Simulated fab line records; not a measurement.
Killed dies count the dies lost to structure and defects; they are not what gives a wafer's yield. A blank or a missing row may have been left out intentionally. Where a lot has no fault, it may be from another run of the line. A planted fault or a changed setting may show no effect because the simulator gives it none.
Split-lot experiment + flow n5Finfet + on a route of 1938 steps: 7 lots, 21 wafers read

## THE SPLIT
At N5_PASSIVATION_PECVD_35 (deposits SiNx from SiH4/NH3/N2, target thk 700 nm, time 151.3 s), the setting timeS was moved away from the recipe's 151.3 s on 6 of the 21 wafers read, by -11.8% to +10.8%. For the rest of the wafers, this setting stayed at what the recipe calls for.

The split's own step is where the reading is taken.

## THE READING
SiNx_of_PASSIVATION_PECVD_35.thkNm (the simulator's own value, which no gauge read), in nm, at N5_PASSIVATION_PECVD_35 (deposits SiNx from SiH4/NH3/N2, target thk 700 nm, time 151.3 s). There is no usual value for it anywhere in the file. Here, 15 wafers ran the recipe; their average is 700.3 nm with a standard deviation of 12 nm.

| wafer  | tool, chamber at the split | timeS as run, s | against the recipe | SiNx_of_PASSIVATION_PECVD_35.thkNm, nm | against lot-mates on the recipe |
|--------|----------------------------|-----------------|--------------------|----------------------------------------|---------------------------------|
| L076.2 | pecvd-01, 0                | 151.3           | recipe             | 711                                    | -                               |
| L076.4 | pecvd-01, 2                | 151.3           | recipe             | 711.6                                  | -                               |
| L076.6 | pecvd-01, 0                | 151.3           | recipe             | 712                                    | -                               |
| L078.1 | pecvd-01, 2                | 167.7           | +10.8%             | 767                                    | +75.6                           |
| L078.3 | pecvd-01, 1                | 151.3           | recipe             | 691.4                                  | -                               |
| L078.5 | pecvd-01, 0                | 167.7           | +10.8%             | 787.8                                  | +96.4                           |
| L077.2 | pecvd-02, 0                | 151.3           | recipe             | 680.6                                  | -                               |
| L077.3 | pecvd-02, 1                | 151.3           | recipe             | 684.8                                  | -                               |
| L077.5 | pecvd-02, 1                | 151.3           | recipe             | 693                                    | -                               |
| L079.3 | pecvd-01, 1                | 151.3           | recipe             | 694.2                                  | -                               |
| L079.4 | pecvd-01, 0                | 151.3           | recipe             | 720.2                                  | -                               |
| L079.6 | pecvd-01, 2                | 151.3           | recipe             | 705.6                                  | -                               |
| L083.2 | pecvd-02, 1                | 158.7           | +4.9%              | 732                                    | +47.8                           |
| L083.3 | pecvd-02, 2                | 151.3           | recipe             | 684.2                                  | -                               |
| L083.6 | pecvd-02, 0                | 158.7           | +4.9%              | 734                                    | +49.8                           |
| L093.2 | pecvd-01, 2                | 151.3           | recipe             | 704.6                                  | -                               |
| L093.4 | pecvd-01, 2                | 151.3           | recipe             | 712.4                                  | -                               |
| L093.6 | pecvd-01, 1                | 151.3           | recipe             | 708.4                                  | -                               |
| L096.2 | pecvd-03, 1                | 133.4           | -11.8%             | 604.2                                  | -86.2                           |
| L096.3 | pecvd-03, 0                | 151.3           | recipe             | 690.4                                  | -                               |
| L096.6 | pecvd-03, 0                | 133.4           | -11.8%             | 608                                    | -82.4                           |

FIT RESULTS
A straight line over all 21 wafers: SiNx_of_PASSIVATION_PECVD_35.thkNm changes by +7.52 nm for each +1% of timeS; r = +0.96; the points scatter about the line by 11 nm.
The same after taking each lot's own level away (the mean of its wafers on the recipe; 21 wafers): +7.68 nm for each +1%; r = +0.99; scatter 7.1 nm.
According to that fit, moving timeS by its largest amount changes the reading by 91 nm.
Measured against the standard deviation above, the lots' own levels, which go from 684.20 to 711.53 nm, span 2.3 times it.
The two slopes agree, so the slope changes little with the lot-to-lot level.
Check: for one of the wafers moved furthest among these (-11.8%), held out of the fit, the line's prediction against its lot-mates is -90.1 nm. It came out at -86.2 nm against them.

## FURTHER SPLITS ON THESE WAFERS
Before the reading, these wafers also passed through other splits. Each is held against what the fit with the lots' levels taken away leaves over:
| other split on the same wafers   | wafers away from the commonest value | r with SiNx_of_PASSIVATION_PECVD_35.thkNm (lot level and that fit taken away) |
|----------------------------------|--------------------------------------|-------------------------------------------------------------------------------|
| N5_BEOL_M15_TRENCH_ETCH_34 biasW | 1                                    | -0.32                                                                         |
| N5_PASSIVATION_PECVD_53 tempC    | 6                                    | -0.02                                                                         |

## FILE'S OWN FIT
SiNx_of_PASSIVATION_PECVD_35.thkNm changes by +7.71 nm for each +1% of timeS, r = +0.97.
